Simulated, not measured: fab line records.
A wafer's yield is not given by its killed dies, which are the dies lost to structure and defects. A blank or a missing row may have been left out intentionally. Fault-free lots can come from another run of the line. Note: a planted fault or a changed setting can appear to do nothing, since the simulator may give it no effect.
Chamber matching    flow n5 finfet    N5_FIN_SAQP_SPACER1_ETCHBACK_25 on rie diel-05 has 4 sister chambers
The step etches SiO2 in CHF3/O2, target depth 24.4 nm, time 12.2 s. 8 wafers are shown with their chamber, then 8 later ones without.

== WAFERS PAIRED WITH THEIR CHAMBERS ==
wafer   chamber  rf vpp V (V)  showerhead plenum p Torr (Torr)
L080.2  1        522           2.43
L082.1  1        522           2.42
L085.6  0        535           2.53
L086.1  2        526           2.48
L086.3  0        533           2.53
L087.5  2        526           2.48
L087.6  3        512           2.42
L091.1  3        513           2.42

== WAFERS WHOSE CHAMBER IS MISSING ==
wafer   rf vpp V (V)  showerhead plenum p Torr (Torr)
L091.3  524           2.42
L091.5  523           2.42
L092.1  524           2.41
L092.2  515           2.42
L092.6  526           2.48
L097.2  533           2.52
L097.3  523           2.41
L097.6  523           2.41

== EACH ONE'S CHAMBER ==
wafer   from the rows above  in truth
L091.3  1                    1
L091.5  1                    1
L092.1  1                    1
L092.2  3                    3
L092.6  2                    2
L097.2  0                    0
L097.3  1                    1
L097.6  1                    1
Correctly placed: 8 of 8. Left unplaced by these rows: 0. Wrongly placed: 0.
How it was worked out, from the rows above alone: a wafer's distance from a chamber is the root of the sum, over the readings, of the square of ((its reading less the chamber's mean) divided by the reading's scatter). The wafer belongs to the nearest chamber; if the next one is less than 2 further off, it can't be placed. Each chamber's mean is taken over the wafers shown for it. The scatter: the root of (the sum of the squares of (reading less its chamber's mean) over the shown wafers, divided by (wafers less chambers)).
